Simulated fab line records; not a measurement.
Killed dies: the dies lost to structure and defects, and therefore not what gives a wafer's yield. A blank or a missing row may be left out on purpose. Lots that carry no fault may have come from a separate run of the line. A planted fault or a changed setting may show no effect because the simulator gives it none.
Split-lot study | flow n5 finfet | route with 1938 steps; 7 lots, 21 wafers read

## ABOUT THE SPLIT
At N5_STI_FIN_REVEAL_ETCHBACK_08 (etches SiO2 in C4F6/O2, target depth 30.5 nm, time 10.167 s), the setting time s was moved away from the recipe's 10.167 s on 5 of the 21 wafers read, by -16.4% to +14.8%. All remaining wafers had this setting at the recipe value.

## FROM THE SPLIT TO THE READING: what the file shows between them, 4 steps
- N5_STI_FIN_REVEAL_OXIDATION_31: chemistry O2 PLASMA REMOTE, time 20 s (also split here: time s)
- N5_STI_FIN_REVEAL_PRECLEAN_32: cleans in NF3:NH3, afs cycles 1, time 20 s, sublimation time 60 s
- N5_STI_FIN_REVEAL_STRIP_35: strips Si3N4 in H3PO4, target depth 4 nm, time 39 s
- N5_STI_FIN_REVEAL_SRD_23: time 30 s

## THE READING
trench depth nm, in nm, at N5_STI_FIN_REVEAL_FIN_H_MEAS_10. On this fab line, fault-free wafers typically give 51.6 nm with a standard deviation of 0.8 nm.

wafer  | tool, chamber at the split | time s as run, s | against the recipe | trench depth nm, nm | against lot-mates on the recipe
L079.2 | rie diel-01, 3,1,3         | 10.167           | recipe             | 52.7                | -
L079.4 | rie diel-01, 3,1,3         | 10.167           | recipe             | 51.1                | -
L079.5 | rie diel-01, 3,1,3         | 10.167           | recipe             | 52.8                | -
L082.1 | rie diel-04, 1,0,0         | 10.167           | recipe             | 51.3                | -
L082.2 | rie diel-04, 1,0,0         | 10.167           | recipe             | 51.1                | -
L082.6 | rie diel-04, 1,0,0         | 10.167           | recipe             | 51.8                | -
L084.2 | rie diel-02, 0,3           | 10.167           | recipe             | 52.7                | -
L084.4 | rie diel-02, 0,3           | 10.167           | recipe             | 51.3                | -
L084.6 | rie diel-02, 0             | 11.67            | +14.8%             | 57.4                | +5.4
L086.3 | rie diel-01, 2,3,0         | 10.167           | recipe             | 51.1                | -
L086.5 | rie diel-01, 2,3,0         | 10.167           | recipe             | 52.8                | -
L086.6 | rie diel-01, 2,3,0         | 10.167           | recipe             | 50.9                | -
L087.1 | rie diel-01, 1,2,2         | 10.167           | recipe             | 51.1                | -
L087.2 | rie diel-01, 1,2,2         | 10.167           | recipe             | 51.8                | -
L087.5 | rie diel-01, 1,2,2         | 10.167           | recipe             | 51.7                | -
L088.1 | rie diel-01, 2             | 10.167           | recipe             | 51.2                | -
L088.3 | rie diel-01, 1,0           | 11.54            | +13.5%             | 54.2                | +3.0
L088.5 | rie diel-01, 1,0           | 11.54            | +13.5%             | 53.9                | +2.7
L091.2 | rie diel-02, 2             | 10.167           | recipe             | 52.3                | -
L091.5 | rie diel-02, 0,3           | 8.496            | -16.4%             | 46.5                | -5.8
L091.6 | rie diel-02, 0,3           | 8.496            | -16.4%             | 46.3                | -6.0
If several chambers appear in one row, that row covers several wafers at once and the file leaves open which wafer was in which chamber.

FIT RESULTS
A straight line over all 21 wafers: trench depth nm changes by +0.287 nm for each +1% of time s; r = +0.93; the points scatter about the line by 0.88 nm.
The same after taking each lot's own level away (the mean of its wafers on the recipe; 21 wafers): +0.314 nm for each +1%; r = +0.96; scatter 0.74 nm.
Per that fit: largest time s move, reading shift of 5.2 nm.
Across the lots, their own levels run from 51.20 to 52.30 nm, a range of 1.4 times the standard deviation given above.
So the lot-to-lot level changes the slope little: the two slopes agree.
Check: for one of the wafers moved furthest among these (-16.4%), held out of the fit, the line's prediction against its lot-mates is -5.11 nm. Against them it came out at -5.8 nm.

## OTHER SPLITS APPLIED TO THESE WAFERS
Note: prior to the reading, these wafers also went through further splits. Each is held against what the fit with the lots' levels taken away leaves over:
other split on the same wafers        | wafers away from the commonest value | r with trench depth nm (lot level and that fit taken away)
N5_WELL_APT_PEB_23 peb time s         | 8                                    | -0.14
N5_FIN_SAQP_PECVD_48 time s           | 7                                    | +0.22
N5_FIN_SAQP_COAT_49 time s            | 8                                    | -0.05
N5_FIN_SAQP_FIN_ETCH_36 icp w         | 7                                    | +0.03
N5_STI_FIN_REVEAL_OXIDATION_31 time s | 4                                    | +0.24

## FILE'S OWN FIT
trench depth nm changes by +0.32 nm for each +1% of time s, r = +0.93.
